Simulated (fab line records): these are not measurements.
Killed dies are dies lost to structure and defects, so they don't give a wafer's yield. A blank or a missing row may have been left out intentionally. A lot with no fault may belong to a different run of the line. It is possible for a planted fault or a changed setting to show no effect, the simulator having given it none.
A struck lot beside a sound one :: flow nandHarc :: 25 steps out of a route of 1302
Sound: the wafers L104.3, L104.4, L104.5. Struck: wafer L115.1. (L115.4, L115.6 of the same lot were not struck and are left out.) The cause comes at the end.
At each step with rows: each side's tool, then ch and its chambers, then its first start. Under that, the readings that differ: sound wafers :: struck wafers :: difference of the means :: sigmas: that difference in standard deviations of wafers without a fault.
alike: words and numbers the same on both sides, and readings whose means are apart by under 2 such deviations; not compared: readings that were withheld, readings missing a value for some wafer, numbers with overlapping values and no deviation given by the record, and bounds like >300 which may hide the same value.
A row with sigmas, a row that says differs or no value, or rows on one side alone: a step with any of these is where the two part. Non-overlapping numbers with no deviation appear without sigmas and do not part them. A reading that every wafer of one side lacks parts them only if that side has two wafers or more.

first, 6 steps without rows for these wafers: NHARC_A_SLIT_COAT_03 (resist thk 90 nm); NHARC_A_SLIT_SOFTBAKE_04 (time 55 s); NHARC_A_SLIT_EBR_05; NHARC_A_SLIT_EXPOSE_06 (exposes mask SLIT); NHARC_A_SLIT_PEB_07 (peb time 65 s); NHARC_A_SLIT_DEVELOP_08 (develop time 35 s).
NHARC_A_SLIT_CD_MEAS_09: target cd 300 nm.
  sound on cdSem-01 ch 0, day 19 23:43; struck on cdSem-02 ch 0, day 24 08:44
reading: cdNm (nm)
sound: 297.3 299.4 299.4
struck: 300.5
difference: +1.8
sigmas: +3
NHARC_A_SLIT_OVL_MEAS_10:
  struck on overlay-02, day 24 08:49; sound on overlay-02, day 19 23:48
  alike: overlayXNm, overlayYNm
NHARC_A_SLIT_INSPECT_11:
  struck on defectInspect-01, day 24 08:51; sound on defectInspect-02, day 19 23:50
reading: rawDefectCount
sound: 124 109 121
struck: 36
difference: -82
sigmas: -2
NHARC_A_SLIT_DESCUM_14: chemistry O2, time 3 s.
  sound on rieDiel-09 ch 0,2,3, day 19 23:54; struck on rieDiel-10 ch 2, day 24 08:55
reading: drypumpMotorCurrentA (A)
sound: 6.7 5.9 5.3
struck: 4.9
difference: -1.1
sigmas: -2
  alike: oesProductAu, rfVppV, showerheadPlenumPTorr, throttleValvePct
  not compared: rfHoursCounterH
NHARC_A_SLIT_ETCH_24: etches the open film in CF4/CHF3, target depth 121 nm, time 60.5 s.
  sound on rieDiel-09 ch 1,2,3, day 19 23:59; struck on rieDiel-10 ch 1, day 24 09:00
reading: rfVppV (V)
sound: 373.2 374.1 370.0
struck: 366.5
difference: -5.9
sigmas: -2

reading: showerheadPlenumPTorr (Torr)
sound: 1.65 1.68 1.53
struck: 1.46
difference: -0.16
sigmas: -2
  alike: drypumpMotorCurrentA, oesProductAu, throttleValvePct
  not compared: rfHoursCounterH
NHARC_A_SLIT_ETCH_15: etches the open film in O2/COS, target depth 6200 nm, time 1612 s.
  sound on rieDiel-09 ch 0,1; struck on rieDiel-10 ch 0
  alike: drypumpMotorCurrentA, oesProductAu, rfVppV, showerheadPlenumPTorr, throttleValvePct
  not compared: rfHoursCounterH
NHARC_A_SLIT_ETCH_17: etches the open film in C4F8/O2/Ar, time 4254.5 s, target depth 20300 nm.
  sound on harEtch-01 ch 0,1, day 20 03:32; struck on harEtch-01 ch 1, day 24 10:10
reading: rfHoursCounterH (h)
sound: - - -
struck: 313
difference: no value on the sound wafers
sigmas: 
  alike: drypumpMotorCurrentA, showerheadPlenumPTorr, throttleValvePct
NHARC_A_SLIT_ETCH_26: etches the open film in C4F8/O2/Ar, time 90 s, target depth 400 nm.
  sound on harEtch-01 ch 0,1, day 20 06:01; struck on harEtch-01 ch 1, day 24 13:47
reading: rfHoursCounterH (h)
sound: - - -
struck: 316
difference: no value on the sound wafers
sigmas: 
  alike: biasV, drypumpMotorCurrentA, showerheadPlenumPTorr, throttleValvePct
then, 2 steps without rows for these wafers: NHARC_A_SLIT_STRIP_28 (strips in O2/COS); NHARC_A_SLIT_ETCH_29 (etches the open film in CF4/O2, target depth 100 nm, overetch 10 nm, time 55 s).
NHARC_A_SLIT_STRIP_18: strips in O2.
  sound on rieDiel-08 ch 1,2; struck on rieDiel-09 ch 1
reading: throttleValvePct (%)
sound: 17.041 17.034 17.049
struck: 17.023
difference: -0.018
sigmas: -2
  alike: drypumpMotorCurrentA, oesProductAu, rfVppV, showerheadPlenumPTorr
  not compared: rfHoursCounterH
then, 2 steps without rows for these wafers: NHARC_A_SLIT_PRECLEAN_19 (cleans in SC1); NHARC_A_SLIT_SRD_20.
NHARC_A_SLIT_CD_MEAS_21:
  struck on cdSem-03, day 24 15:11; sound on cdSem-03, day 20 07:22
reading: cdNm (nm)
sound: 290.6 290.0 290.7
struck: 286.5
difference: -3.9
sigmas: -4
then, 3 steps without rows for these wafers: NHARC_A_SIN_REMOVE_WET_00 (chemistry H3PO4, time 15300 s); NHARC_A_SIN_REMOVE_PRECLEAN_01 (cleans in SC1); NHARC_A_SIN_REMOVE_SRD_02.
NHARC_A_SIN_REMOVE_INSPECT_04:
  struck on defectInspect-02, day 24 22:01; sound on defectInspect-01, day 20 13:58
reading: rawDefectCount
sound: 419 445 477
struck: 888
difference: +441
sigmas: +5
  not compared: hold
-- jump in the record: it breaks off in module A_SIN_REMOVE and resumes in module END (first step shown: number 1302 of the route), and 5 days separate the struck wafers' starts before and after --
NHARC_END_SORT_01:
  only the struck wafers appear in the record here, on prober-01 ch 0 at day 29 12:11; the sound ones have no rows

## WHERE THEY PART
At NHARC_A_SLIT_CD_MEAS_09 first; at NHARC_END_SORT_01 last (within this record only).

WHY: what the simulator had put in
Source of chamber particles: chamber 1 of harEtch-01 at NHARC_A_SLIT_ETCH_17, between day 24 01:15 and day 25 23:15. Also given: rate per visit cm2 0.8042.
